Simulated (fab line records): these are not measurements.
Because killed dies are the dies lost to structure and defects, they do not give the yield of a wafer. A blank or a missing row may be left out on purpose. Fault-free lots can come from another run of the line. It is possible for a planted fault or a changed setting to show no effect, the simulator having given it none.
Which tool is to blame? -- flow nand_harc -- Sampling: 24 lots, 72 wafers, 2 of 1159 route steps

## WHAT EACH GAUGE READ, for each wafer
NHARC_P_STI_INSPECT_25.
lot,measured,on,raw_defect_count
L074,day 3 23:23,defect_inspect-02,206 199 316
L075,day 4 06:03,defect_inspect-01,115 125 114
L076,day 4 06:03,defect_inspect-02,274 216 196
L077,day 4 19:14,defect_inspect-02,386 133 124
L078,day 4 19:14,defect_inspect-01,341 281 136
L079,day 4 19:14,defect_inspect-02,196 154 160
L080,day 5 06:14,defect_inspect-02,129 232 199
L081,day 5 06:14,defect_inspect-01,116 179 230
L082,day 5 22:57,defect_inspect-02,198 210 207
L083,day 5 22:58,defect_inspect-02,193 198 202
L084,day 5 22:58,defect_inspect-01,184 260 230
L085,day 7 02:35,defect_inspect-02,93 291 195
L086,day 7 02:35,defect_inspect-02,151 218 239
L087,day 7 02:35,defect_inspect-01,190 207 161
L088,day 7 09:58,defect_inspect-02,225 222 173
L089,day 7 09:58,defect_inspect-01,210 161 152
L090,day 7 19:18,defect_inspect-02,186 234 200
L091,day 7 19:18,defect_inspect-01,185 167 170
L092,day 8 05:11,defect_inspect-01,141 140 173
L093,day 8 12:19,defect_inspect-02,261 208 381
L094,day 8 21:00,defect_inspect-02,220 269 250
L095,day 8 21:00,defect_inspect-01,241 242 433
L096,day 9 05:37,defect_inspect-02,170 271 355
L097,day 9 13:20,defect_inspect-02,213 256 143

## WHICH TOOL RAN EACH LOT (tool, then ch and the chambers of the sampled wafers, then the start)
lot,NHARC_P_ZERO_WELL_RTA_42
L074,"rtp_anneal-01 ch 0, day 1 19:01"
L075,"rtp_anneal-01 ch 0, day 2 00:53"
L076,"rtp_anneal-02 ch 0, day 2 06:56"
L077,"rtp_anneal-02 ch 0, day 2 13:14"
L078,"rtp_anneal-02 ch 0, day 2 19:12"
L079,"rtp_anneal-01 ch 0, day 3 01:07"
L080,"rtp_anneal-01 ch 0, day 3 06:52"
L081,"rtp_anneal-02 ch 0, day 3 13:00"
L082,"rtp_anneal-01 ch 0, day 3 18:40"
L083,"rtp_anneal-01 ch 0, day 4 06:55"
L084,"rtp_anneal-02 ch 0, day 4 07:00"
L085,"rtp_anneal-02 ch 0, day 4 13:11"
L086,"rtp_anneal-02 ch 0, day 4 19:07"
L087,"rtp_anneal-02 ch 0, day 5 00:56"
L088,"rtp_anneal-01 ch 0, day 5 06:48"
L089,"rtp_anneal-02 ch 0, day 5 12:49"
L090,"rtp_anneal-01 ch 0, day 5 19:07"
L091,"rtp_anneal-01 ch 0, day 6 00:45"
L092,"rtp_anneal-01 ch 0, day 6 07:10"
L093,"rtp_anneal-02 ch 0, day 6 13:02"
L094,"rtp_anneal-02 ch 0, day 6 19:04"
L095,"rtp_anneal-02 ch 0, day 7 01:04"
L096,"rtp_anneal-02 ch 0, day 7 07:10"
L097,"rtp_anneal-01 ch 0, day 7 12:54"
- NHARC_P_ZERO_WELL_RTA_42: time 300 s.

## AS READ BY THE TOOLS THEMSELVES (means over the sampled wafers that have a number; for cases with no such wafer, the mark the record gives instead)
NHARC_P_ZERO_WELL_RTA_42.
lot,tool,lamp_power_pct (%),lamp_zone_4_pct (%),wafer_temp_C_max
L074,rtp_anneal-01,44,44,1107.0
L075,rtp_anneal-01,44,44,1106.7
L076,rtp_anneal-02,37,37,1104.8
L077,rtp_anneal-02,37,37,1103.7
L078,rtp_anneal-02,37,37,1104.5
L079,rtp_anneal-01,44,44,1106.9
L080,rtp_anneal-01,44,44,1106.9
L081,rtp_anneal-02,37,37,1104.8
L082,rtp_anneal-01,44,44,1106.5
L083,rtp_anneal-01,44,44,1106.2
L084,rtp_anneal-02,37,37,1104.4
L085,rtp_anneal-02,37,37,1103.7
L086,rtp_anneal-02,37,37,1105.4
L087,rtp_anneal-02,37,37,1105.8
L088,rtp_anneal-01,44,44,1108.2
L089,rtp_anneal-02,37,37,1104.3
L090,rtp_anneal-01,44,44,1106.1
L091,rtp_anneal-01,44,44,1106.7
L092,rtp_anneal-01,44,44,1106.5
L093,rtp_anneal-02,37,37,1105.0
L094,rtp_anneal-02,37,37,1104.3
L095,rtp_anneal-02,37,37,1105.2
L096,rtp_anneal-02,37,37,1104.0
L097,rtp_anneal-01,44,44,1106.9

## THE ANSWER, worked out from the rows above alone
Rule: what is usual is taken from the lots themselves. Put in order of their means at a reading, lots are off if they are a third of the lots or fewer, leave a main group of 4 or more, and stand apart from it by a gap of 3 or more times the standard deviation of the main group's means; of several such gaps the widest counts. If all means in a main group match to the digits the tables above print for the reading, that group is not used. A lot without any number at a reading at which 4 lots or more have one is off too. The other lots that the step has rows for count as sound. Order of review: gauges by route order, followed by the tools' own readings, for which a lot's mean as printed above is used. At the first step where some lot is off, the reading lying furthest off is the one used; lots without a number count as furthest.
Nothing can be told from this: no lot is off at any reading shown.

## WHAT WAS PUT IN BY THE SIMULATOR
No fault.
